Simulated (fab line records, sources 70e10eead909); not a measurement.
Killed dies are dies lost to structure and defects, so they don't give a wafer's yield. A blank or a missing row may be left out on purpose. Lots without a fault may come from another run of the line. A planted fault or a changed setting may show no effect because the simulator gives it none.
fab line records | flow nand_harc
record lots=6 wafers=18 last_day=34
route steps=1302 shown A_WL_FILL@956 END@1302
lots that met no fault: from a run of the same line without faults
start_h: hours from the record's first day to the start of the lot's first wafer shown | wait_h: hours since the lot's step before | " the same as in the row above | L1.1+2: a row that stands for several wafers | - no value, or no start given | * or withheld: withheld | < > ~ a bound
route shown NAME@n: a module of which the file shows steps, and the number in the route of the first | usual: mean/standard deviation of fault-free wafers | same: alike in all rows | chamber/n: place in a boat | sites: the reading at each site | _std_site: their standard deviation | _edge_site: outer sites' mean less inner sites' | radius_mm: how far each site lies from the wafer's centre | mask NAME#n: copy n | behind: the tool/chamber that last shaped the wafer | hold: why the lot was held/for how many hours/how that ended | device: the transistor (n, p or np) that didn't switch | end of line: the same wafers' tests at the end of the route | a step without rows: its recipe alone | killed: dies lost to structure and defects at the first sort, not the wafer's yield | map: a wafer's dies, x killed, . not, _ none there
set.NAME: the setting as run; set.NAME@STEP: as run at that earlier step | model.NAME: the simulator's own value behind a step, which no gauge read
lots at some steps of the route; a table a step, a row a wafer
services: from which hour (start_h, from the record's first day; less than 0 if before it) a tool's chamber was out of use, for how many hours, and why
## steps
# step NHARC_A_WL_FILL_CVD_03
# recipe target_thk_a=400 temp_c=300 pressure_torr=40 wf6_flow_sccm=40 h2_flow_sccm=1600 ar_flow_sccm=1560 time_s=279 material=W
# usual chamber_pressure_Torr=39.99/0.08 heater_power_w=458/33 throttle_valve_pct=7.9/0.4
# columns lot.wafer tool chamber start_h wait_h chamber_pressure_Torr heater_power_w since_wet_clean_h throttle_valve_pct
L419.1 cvd_w-02 1 503.37 0.1 40.21 446 40 7.6
L419.2 " 0 " " 40.01 412 40 8.0
L419.5 " 1 " " 39.91 450 - 7.3
L421.1 cvd_w-02 1 518.61 0.1 39.92 444 56 7.4
L421.2 " 0 " " 39.78 415 56 8.1
L421.6 " 0 " " 39.91 416 - 8.2
L431.2 cvd_w-01 0 616.88 0.1 40.06 523 57 8.6
L431.4 " 1 " " 40.02 477 - 7.9
L431.5 " 1 " " 39.81 469 - 7.9
L433.2 cvd_w-02 1 654.05 0.1 40.01 443 10 7.4
L433.4 " 1 " " 39.89 443 - 7.4
L433.5 " 0 " " 40.05 428 - 7.8
L435.2 cvd_w-02 1 660.73 0.1 39.98 444 17 7.3
L435.3 " 1 " " 39.89 439 - 7.5
L435.6 " 1 " " 39.98 444 - 7.4
L438.2 cvd_w-01 0 699.92 0.1 39.97 516 140 8.7
L438.4 " 1 " " 39.91 475 - 7.9
L438.6 " 0 " " 40.01 505 - 8.4
# step NHARC_A_WL_FILL_ETCHBACK_04
# recipe target_depth_a=600 time_s=120 chemistry=NF3
# usual drypump_motor_current_A=5.9/0.33 oes_product_au=1.000/0.015 run_length_s=141.4/0.36
# columns lot.wafer tool chamber start_h wait_h drypump_motor_current_A oes_product_au rf_hours_counter_h run_length_s
L419.1 rie_metal-02 1 503.74 0.3 5.4 0.990 0.7 141.8
L419.2 " 0 " " 5.9 0.988 0.7 141.5
L419.5 " 0 " " 5.9 0.989 - 142.0
L421.2 rie_metal-03 1 518.99 0.3 5.9 0.997 2.8 141.4
L421.1 " 0 " " 6.3 1.002 2.8 141.3
L421.6 " 1 " " 5.8 0.982 - 141.7
L431.2 rie_metal-02 1 617.22 0.3 5.4 0.982 2.7 141.2
L431.4 " 0 " " 5.9 0.991 - 141.4
L431.5 " 1 " " 5.4 1.001 - 141.2
L433.2 rie_metal-03 0 654.38 0.3 6.3 0.974 2.2 141.6
L433.4 " 0 " " 6.2 0.983 - 141.1
L433.5 " 0 " " 6.3 0.985 - 141.0
L435.2 rie_metal-02 0 661.09 0.3 5.9 0.993 0.2 141.6
L435.3 " 0 " " 5.9 0.992 - 141.6
L435.6 " 0 " " 5.9 0.990 - 141.5
L438.2 rie_metal-01 0 700.24 0.3 6.4 0.998 1.9 141.6
L438.4 " 0 " " 6.4 1.009 - 141.8
L438.6 " 1 " " 5.7 1.021 - 140.7
# step NHARC_A_WL_FILL_ETCHBACK_05
# recipe target_depth_a=220 time_s=60 temp_c=40 chemistry=Cl2/BCl3
# step NHARC_A_WL_FILL_STRIP_27
# recipe power_w=1500 temp_c=250 time_s=20 chemistry=N2/H2
# step NHARC_A_WL_FILL_STRIP_28
# recipe time_s=1200 temp_c=72.5 chemistry=post_etch_residue_remover
# step NHARC_A_WL_FILL_PRECLEAN_06
# recipe time_s=300 chemistry=DIW
# step NHARC_A_WL_FILL_SRD_07
# step NHARC_A_WL_FILL_ANNEAL_08
# recipe temp_c=450 time_s=1800
# step NHARC_A_WL_FILL_ALD_10
# recipe target_thk_a=500 pulse_time_s=10 ald_cycles=500 temp_c=300 material=SiO2
# usual heater_power_w=476/51 precursor_pulse_height_rel=1.000/0.022
# columns lot.wafer tool chamber start_h wait_h heater_power_w precursor_pulse_height_rel since_wet_clean_h
L419.1 ald_hk-03 3 509.53 0.6 499 1.005 107
L419.2 " 0 " " 483 1.018 107
L419.5 " 2 511.09 2.1 538 0.996 -
L421.1 ald_hk-02 3 524.76 0.1 448 1.050 167
L421.2 " 0 " " 510 0.964 168
L421.6 " 3 526.78 2.1 454 1.021 -
L431.2 ald_hk-03 2 622.82 0.1 532 0.972 42
L431.4 " 0 623.84 1.1 498 0.984 43
L431.5 " 3 625.38 2.6 473 1.011 -
L433.2 ald_hk-03 2 658.24 0.1 553 1.000 78
L433.4 " 3 " " 481 0.993 78
L433.5 " 3 660.79 2.6 485 0.993 -
L435.2 ald_hk-04 3 668.86 0.1 489 1.043 44
L435.3 " 2 670.43 1.6 458 1.001 46
L435.6 " 3 " " 489 0.975 -
L438.4 ald_hk-03 0 707.44 0.3 477 0.981 127
L438.2 " 1 " " 407 1.023 127
L438.6 " 0 709.51 2.4 489 0.967 -
# step NHARC_A_WL_FILL_ETCHBACK_16
# recipe target_depth_a=1200 time_s=24 c4f8_flow_sccm=withheld o2_flow_sccm=8 ar_flow_sccm=withheld rf_w=600 bias_w=800 chemistry=C4F8/O2/Ar
# usual oes_product_au=0.98/0.034 rf_vpp_V=722/4.7 run_length_s=45.2/0.44
# columns lot.wafer tool chamber start_h wait_h oes_product_au rf_hours_counter_h rf_vpp_V run_length_s
L419.2 rie_diel-06 3 - - 1.01 0.4 729 45.2
L419.1 " 1 " " 0.99 0.4 723 45.4
L419.5 " 2 " " 0.98 - 717 45.4
L421.2 rie_diel-08 1 - - 0.92 9.8 722 45.4
L421.1 " 2 " " 0.95 9.7 718 44.7
L421.6 " 0 " " 0.92 - 720 44.7
L431.4 rie_diel-08 1 - - 0.94 3.2 722 45.3
L431.2 " 2 " " 0.93 3.9 718 44.6
L431.5 " 1 " " 0.93 - 721 45.3
L433.2 rie_diel-11 3 - - 0.99 1.8 720 44.4
L433.4 " 2 " " 0.98 1.4 717 45.5
L433.5 " 0 " " 1.00 - 721 45.0
L435.3 rie_diel-06 1 - - 1.00 0 724 45.4
L435.2 " 2 " " 0.98 0 716 45.3
L435.6 " 2 " " 0.98 - 716 45.8
L438.4 rie_diel-11 0 - - 0.99 3.2 721 45.6
L438.2 " 2 " " 0.97 2.6 716 46.0
L438.6 " 0 " " 1.00 - 721 45.6
# step NHARC_A_WL_FILL_STRIP_29
# recipe time_s=20 o2_flow_sccm=500 ar_flow_sccm=0 bias_w=0 chemistry=O2
# usual drypump_motor_current_A=5.6/0.42 oes_product_au=1.003/0.014 rf_vpp_V=57.6/0.91 showerhead_plenum_p_Torr=3.48/0.16 throttle_valve_pct=17.036/0.0087
# columns lot.wafer tool chamber start_h wait_h drypump_motor_current_A oes_product_au rf_hours_counter_h rf_vpp_V showerhead_plenum_p_Torr throttle_valve_pct
L419.1 rie_diel-06 0 513.76 0.1 5.6 1.009 0.4 57.5 3.31 17.040
L419.2 " 3 " " 5.6 1.022 0.4 58.6 3.73 17.045
L419.5 " 0 " " 5.6 1.009 - 57.2 3.31 17.032
L421.2 rie_diel-08 3 529.43 0.1 5.8 1.004 10.0 57.7 3.68 17.027
L421.1 " 0 " " 5.6 0.996 9.3 59.4 3.42 17.043
L421.6 " 3 " " 5.7 0.999 - 59.6 3.67 17.032
L431.4 rie_diel-08 1 627.54 0.1 5.0 1.023 3.2 57.1 3.47 17.033
L431.2 " 0 " " 5.6 1.018 3.1 58.3 3.42 17.059
L431.5 " 1 " " 5.0 1.019 - 56.9 3.47 17.040
L433.2 rie_diel-11 2 662.99 0.1 5.2 0.979 1.4 57.7 3.34 17.030
L433.4 " 3 " " 6.2 1.001 1.8 57.2 3.43 17.049
L433.5 " 3 " " 6.2 0.978 - 57.6 3.43 17.022
L435.3 rie_diel-06 1 673.67 0.1 5.1 1.007 0.0 57.8 3.51 17.018
L435.2 " 3 " " 5.5 1.010 0.0 58.5 3.73 17.029
L435.6 " 2 " " 5.6 0.998 - 57.9 3.31 17.040
L438.4 rie_diel-11 3 712.19 0.1 6.2 1.000 3.0 56.5 3.43 17.043
L438.2 " 1 " " 6.5 1.008 2.9 59.1 3.75 17.026
L438.6 " 0 " " 5.7 0.997 - 57.4 3.44 17.037
# step NHARC_A_WL_FILL_ETCHBACK_17
# recipe target_depth_a=40 time_s=26.7 chemistry=Cl2/BCl3
# usual drypump_motor_current_A=5.9/0.34 oes_product_au=1.002/0.016 run_length_s=48.1/0.35
# columns lot.wafer tool chamber start_h wait_h drypump_motor_current_A oes_product_au rf_hours_counter_h run_length_s
L419.1 rie_metal-01 1 513.85 - 5.6 1.037 2.1 47.4
L419.2 " 0 " " 6.4 1.022 2.1 48.2
L419.5 " 0 " " 6.4 1.023 - 48.5
L421.1 rie_metal-03 0 529.52 - 6.2 0.992 0 47.9
L421.2 " 1 " " 5.8 0.991 0 48.3
L421.6 " 1 " " 5.8 0.990 - 48.5
L431.2 rie_metal-03 0 627.62 - 6.2 0.980 2.0 48.3
L431.4 " 1 " " 5.8 0.992 - 47.9
L431.5 " 1 " " 5.8 1.005 - 48.3
L433.2 rie_metal-01 1 663.08 - 5.6 1.023 1.3 48.1
L433.4 " 1 " " 5.6 1.021 - 45.2
L433.5 " 0 " " 6.4 1.014 - 48.0
L435.2 rie_metal-01 0 673.76 - 6.4 1.004 1.6 48.2
L435.3 " 1 " " 5.6 1.030 - 45.5
L435.6 " 1 " " 5.7 1.027 - 47.6
L438.2 rie_metal-03 1 712.30 - 5.9 1.005 0 48.3
L438.4 " 1 " " 5.8 1.009 - 48.5
L438.6 " 0 " " 6.3 0.987 - 48.0
# step NHARC_A_WL_FILL_PRECLEAN_18
# recipe time_s=30 chemistry=dHF
# step NHARC_END_SORT_01
# recipe temp_c=25
# usual killed_at_array=57/21 killed_at_other=0.9/1.2 killed_at_periphery=4.2/2.9 killed_dies=62/21 killed_open=3.2/1.8 killed_short=2.4/1.5
# same gross_dies=677
# columns lot.wafer tool chamber start_h wait_h killed_at_array killed_at_other killed_at_periphery killed_dies killed_open killed_short
L419.1 prober-02 0 595.50 2.5 41 0 3 44 3 3
L419.2 prober-02 0 596.28 2.8 46 1 1 48 3 4
L419.5 prober-02 0 598.64 3.6 43 2 8 53 7 4
L421.1 prober-02 0 610.54 2.5 77 1 3 81 2 1
L421.2 prober-02 0 611.35 2.8 89 3 1 93 3 2
L421.6 prober-02 0 614.56 4.0 101 1 3 105 4 4
L431.2 prober-01 0 714.05 2.8 57 0 2 59 3 3
L431.4 prober-01 0 715.64 3.4 54 1 2 57 6 3
L431.5 prober-01 0 716.43 3.7 54 1 3 58 3 0
L433.2 prober-02 0 749.91 2.8 51 1 5 57 2 1
L433.4 prober-02 0 751.50 3.4 49 2 5 56 3 2
L433.5 prober-02 0 752.30 3.7 51 2 6 59 4 1
L438.2 prober-01 0 801.79 2.8 49 4 11 64 6 0
L438.4 prober-01 0 803.36 3.4 69 1 10 80 3 2
L438.6 prober-01 0 804.93 3.9 79 1 8 88 1 3
# killed by level:class
L419.1 A_CHANNEL_HOLE_D2:chamber_film_flake=32 P_GATE:chamber_film_flake=2 A_CONTACT:chamber_film_flake=2 P_CONTACT:geometric_particle:open=1 A_SOURCE_PLATE:geometric_particle:short=1 A_ONON_D1:geometric_particle:short=1 A_CHANNEL_FILL_D1:geometric_particle:open=1 A_ONON_D2:geometric_particle:open=1
L419.2 A_CHANNEL_HOLE_D2:chamber_film_flake=28 A_CHANNEL_HOLE_D1:chamber_film_flake=6 A_CHANNEL_FILL_D1:chamber_film_flake=2 A_M1:chamber_film_flake=2 P_CONTACT:geometric_particle:short=1 A_SOURCE_PLATE:geometric_particle:short=1 A_CHANNEL_HOLE_D1:geometric_particle:open=1 A_CHANNEL_FILL_D1:geometric_particle:short=1
L419.5 A_CHANNEL_HOLE_D2:chamber_film_flake=28 A_CHANNEL_HOLE_D1:chamber_film_flake=4 P_STI:chamber_film_flake=3 P_CONTACT:geometric_particle:open=2 P_GATE:chamber_film_flake=2 THIN_TSV:chamber_film_flake=2 P_CONTACT:geometric_particle:short=1 A_SOURCE_PLATE:geometric_particle:short=1
L421.1 A_CHANNEL_HOLE_D1:chamber_film_flake=26 A_CHANNEL_HOLE_D2:chamber_film_flake=20 A_SLIT:chamber_film_flake=20 A_CHANNEL_FILL_D2:chamber_film_flake=4 A_CONTACT:chamber_film_flake=2 A_CHANNEL_FILL_D2:geometric_particle:open=1 A_WL_FILL:geometric_particle:short=1 A_WL_FILL:geometric_particle:open=1
L421.2 A_CHANNEL_HOLE_D2:chamber_film_flake=29 A_SLIT:chamber_film_flake=24 A_CHANNEL_HOLE_D1:chamber_film_flake=23 A_CONTACT:chamber_film_flake=4 A_WL_FILL:chamber_film_flake=3 THIN_TSV:chamber_film_flake=3 A_STAIRCASE:chamber_film_flake=2 P_GATE:geometric_particle:open=1
L421.6 A_CHANNEL_HOLE_D1:chamber_film_flake=30 A_SLIT:chamber_film_flake=29 A_CHANNEL_HOLE_D2:chamber_film_flake=28 A_CONTACT:chamber_film_flake=4 A_WL_FILL:chamber_film_flake=2 P_M2:geometric_particle:open=1 A_CHANNEL_HOLE_D1:geometric_particle:short=1 A_CHANNEL_FILL_D1:geometric_particle:short=1
L431.2 A_CHANNEL_HOLE_D2:chamber_film_flake=23 A_CHANNEL_HOLE_D1:chamber_film_flake=12 A_CONTACT:chamber_film_flake=8 A_SLIT:chamber_film_flake=3 A_CHANNEL_FILL_D2:chamber_film_flake=2 A_STAIRCASE:chamber_film_flake=2 A_CHANNEL_FILL_D1:geometric_particle:open=1 A_CHANNEL_FILL_D2:geometric_particle:short=1
L431.4 A_CHANNEL_HOLE_D2:chamber_film_flake=22 A_CONTACT:chamber_film_flake=9 A_CHANNEL_HOLE_D1:chamber_film_flake=5 A_CHANNEL_FILL_D2:chamber_film_flake=5 A_M0:geometric_particle:open=4 A_SLIT:chamber_film_flake=3 A_CHANNEL_FILL_D1:geometric_particle:open=2 A_SOURCE_PLATE:geometric_particle:short=1
L431.5 A_CHANNEL_HOLE_D2:chamber_film_flake=25 A_SLIT:chamber_film_flake=8 A_CHANNEL_HOLE_D1:chamber_film_flake=7 A_CHANNEL_FILL_D2:chamber_film_flake=4 P_ZERO_WELL:chamber_film_flake=3 A_CONTACT:chamber_film_flake=3 A_SGD_CUT:geometric_particle:open=1 A_WL_FILL:geometric_particle:open=1
L433.2 A_SLIT:chamber_film_flake=20 A_CHANNEL_HOLE_D1:chamber_film_flake=11 A_CHANNEL_HOLE_D2:chamber_film_flake=11 P_M0:chamber_film_flake=4 A_WL_FILL:chamber_film_flake=2 A_CONTACT:chamber_film_flake=2 A_ONON_D2:geometric_particle:open=1 A_CHANNEL_FILL_D2:geometric_particle:short=1
L433.4 A_SLIT:chamber_film_flake=23 A_CHANNEL_HOLE_D2:chamber_film_flake=13 P_M0:chamber_film_flake=4 A_CONTACT:chamber_film_flake=3 A_M0:chamber_film_flake=2 P_M0:geometric_particle:short=1 A_ONON_D1:geometric_particle:open=1 A_WL_FILL:geometric_particle:open=1
L433.5 A_SLIT:chamber_film_flake=19 A_CHANNEL_HOLE_D1:chamber_film_flake=13 A_CHANNEL_HOLE_D2:chamber_film_flake=9 P_M0:chamber_film_flake=4 A_CONTACT:chamber_film_flake=3 THIN_TSV:chamber_film_flake=2 P_GATE:geometric_particle:open=1 P_M0:geometric_particle:open=1
L438.2 A_CHANNEL_HOLE_D2:chamber_film_flake=17 A_SLIT:chamber_film_flake=17 A_CHANNEL_HOLE_D1:chamber_film_flake=6 P_GATE:chamber_film_flake=4 A_CONTACT:chamber_film_flake=4 P_M2:chamber_film_flake=3 P_CONTACT:geometric_particle:open=2 HYBRID_BOND:chamber_film_flake=2
L438.4 A_SLIT:chamber_film_flake=20 A_CHANNEL_HOLE_D2:chamber_film_flake=19 A_CHANNEL_HOLE_D1:chamber_film_flake=18 P_GATE:chamber_film_flake=8 A_STAIRCASE:chamber_film_flake=3 A_CONTACT:chamber_film_flake=3 A_ONON_D2:geometric_particle:short=2 P_M0:geometric_particle:open=1
L438.6 A_CHANNEL_HOLE_D2:chamber_film_flake=34 A_SLIT:chamber_film_flake=28 A_CHANNEL_HOLE_D1:chamber_film_flake=8 A_CONTACT:chamber_film_flake=5 P_GATE:chamber_film_flake=3 P_CONTACT:geometric_particle:short=2 P_M2:chamber_film_flake=2 A_STAIRCASE:chamber_film_flake=2
## services
# columns tool chamber start_h hours kind
rie_diel-06 - 484.21 9.0 pm
rie_diel-11 1 493.78 4.2 repair
rie_metal-01 1 494.71 4.0 repair
rie_diel-06 1 516.69 10.2 repair
rie_metal-03 - 519.19 9.0 pm
rie_diel-08 - 544.90 9.0 pm
cvd_w-01 - 547.00 13.0 pm
rie_diel-11 3 567.59 4.4 repair
rie_diel-11 1 569.18 7.5 repair
ald_hk-03 - 571.59 10.0 pm
rie_metal-01 - 575.00 9.0 pm
rie_diel-11 0 587.37 10.5 repair
rie_diel-11 3 603.91 13.6 repair
rie_diel-11 - 609.57 9.0 pm
rie_diel-06 3 623.28 8.4 repair
cvd_w-02 - 631.00 13.0 pm
rie_metal-02 - 631.00 9.0 pm
cvd_w-01 0 648.61 2.1 repair
rie_metal-01 1 652.14 8.2 repair
rie_diel-06 - 661.21 9.0 pm
rie_diel-06 0 670.79 7.1 repair
rie_diel-06 1 684.24 3.2 repair
rie_metal-03 - 696.19 9.0 pm
rie_diel-08 2 697.26 6.0 repair
## key
first_sign step=NHARC_A_WL_FILL_ETCHBACK_17 reading=run_length_s direction=down sigmas=7.8 usual=* struck=*
effect none on later readings
met_at NHARC_A_WL_FILL_ETCHBACK_17
struck_wafers L433.4,L435.3
tester_left_out L433,L435
onset_between 513.85 663.08
fault kind=process_parameter_drift tool=rie_metal-01 chamber=- onset_h=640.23 steps=NHARC_A_WL_FILL_ETCHBACK_17 channel=time_s offset=* shape=step end_h=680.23 scope=struck_wafers_only acts_in=* stated=*
# tester_left_out: of these lots the tester's yield and bins aren't shown, on N5 and GAA mostly nor the transistor test; their killed dies are dies lost to structure and defects alone, not to doping, threshold or leakage, so they don't give the yield
